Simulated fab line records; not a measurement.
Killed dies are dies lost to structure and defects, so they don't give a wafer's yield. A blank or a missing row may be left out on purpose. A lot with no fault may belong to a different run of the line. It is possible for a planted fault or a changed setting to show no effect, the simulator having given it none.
3 desks looking at one fault | flow nandHarc | each desk holds nothing but its own numbers, with what lay behind them at the end

THE DEFECT DESK
Inspection counts along the route, by lot: the mean over sampled wafers that carry a number. Any lot whose mean is over 4 standard deviations away from the usual mean is out of limits and marked OUT; that distance is given in the brackets.
Columns: A = rawDefectCount at NHARC_P_GATE_INSPECT_28, usual 6; B = rawDefectCount at NHARC_P_GATE_INSPECT_68, usual 196
lot  | first seen here | A                      | B
L169 | day 4 18:01     | 8                      | 122
L172 | day 5 00:17     | 8                      | 203
L180 | day 7 04:44     | 1094 (+99 or more) OUT | 1274 (+15) OUT
L179 | day 7 05:11     | 1099 (+99 or more) OUT | 1314 (+16) OUT
L183 | day 8 12:39     | 8                      | 190
L186 | day 9 00:30     | 7                      | 158
L188 | day 9 04:58     | 7                      | 215
L189 | day 9 17:29     | 5                      | 191
L190 | day 9 22:15     | 7                      | 204
L191 | day 10 06:53    | 8                      | 319
Finding of this desk: L179, L180 out of limits; the first was L180 at day 7 04:44, on rawDefectCount at NHARC_P_GATE_INSPECT_28. L169, L172, L183, L186, L188, L189, L190, L191 stayed within limits.

AT THE METROLOGY DESK
Means of the sampled wafers that have a number, per lot and without regard to the tool the lot ran on: this is what the gauges read. Any lot whose mean is over 4 standard deviations away from the usual mean is out of limits and marked OUT; that distance is given in the brackets.
Columns: A = cdNm at NHARC_P_GATE_CD_MEAS_11, usual 1639.9 nm; B = overlayXNm at NHARC_P_GATE_OVL_MEAS_27, usual 0.0 nm; C = overlayYNm at NHARC_P_GATE_OVL_MEAS_27, usual 0.0 nm
lot  | first seen here | A      | B    | C
L169 | day 4 04:19     | 1640.5 | 0.1  | 0.8
L172 | day 4 10:10     | 1640.5 | 0.6  | -0.4
L180 | day 7 04:42     | -      | -1.1 | -0.6
L179 | day 7 05:09     | -      | 1.7  | 0.0
L183 | day 7 19:16     | 1638.0 | 0.1  | -0.0
L186 | day 8 10:03     | 1640.3 | 0.8  | -0.3
L188 | day 8 15:11     | 1640.5 | -0.2 | -0.2
L189 | day 9 02:58     | 1641.0 | 0.6  | 0.4
L190 | day 9 08:15     | 1638.9 | -0.6 | 0.5
L191 | day 9 16:29     | 1640.6 | 0.4  | 1.0
This desk's finding: nothing out of limits on any of the 10 lots.

TOOL OWNER'S DESK, krfScanner-03
The tool's own readings at NHARC_P_GATE_EXPOSE_08 (exposes mask P HV): means of the sampled wafers that have a number, for each lot that ran on this tool. Any lot whose mean is over 4 standard deviations away from the usual mean is out of limits and marked OUT; that distance is given in the brackets.
Columns: A = exposureDoseMJCm2 at NHARC_P_GATE_EXPOSE_08, usual 16.751; B = focusOffsetNm at NHARC_P_GATE_EXPOSE_08, usual -0.1 nm
lot  | first seen here | A      | B
L188 | day 8 15:02     | 16.761 | 0.3
L191 | day 9 16:20     | 16.748 | -1.1
This desk's finding: nothing out of limits on any of the 2 lots.

PUT TOGETHER
The defect desk could have raised an alarm at day 7 04:44, on L179, L180.
The metrology desk saw nothing out of limits.
Nothing out of limits was seen by the tool owner's desk.
The metrology desk has L179, L180 on record, within its limits.
The tool owner's desk has no number on record for L179, L180.
Of the lots named, all ran NHARC_P_GATE_EXPOSE_08 on krfScanner-03.

WHAT THE SIMULATOR HAD PUT IN
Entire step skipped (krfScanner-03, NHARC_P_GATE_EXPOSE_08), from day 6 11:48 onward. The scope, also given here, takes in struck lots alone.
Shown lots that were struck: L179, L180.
Hours from the fault's start to each desk's first reading out of limits: the defect desk, 17.
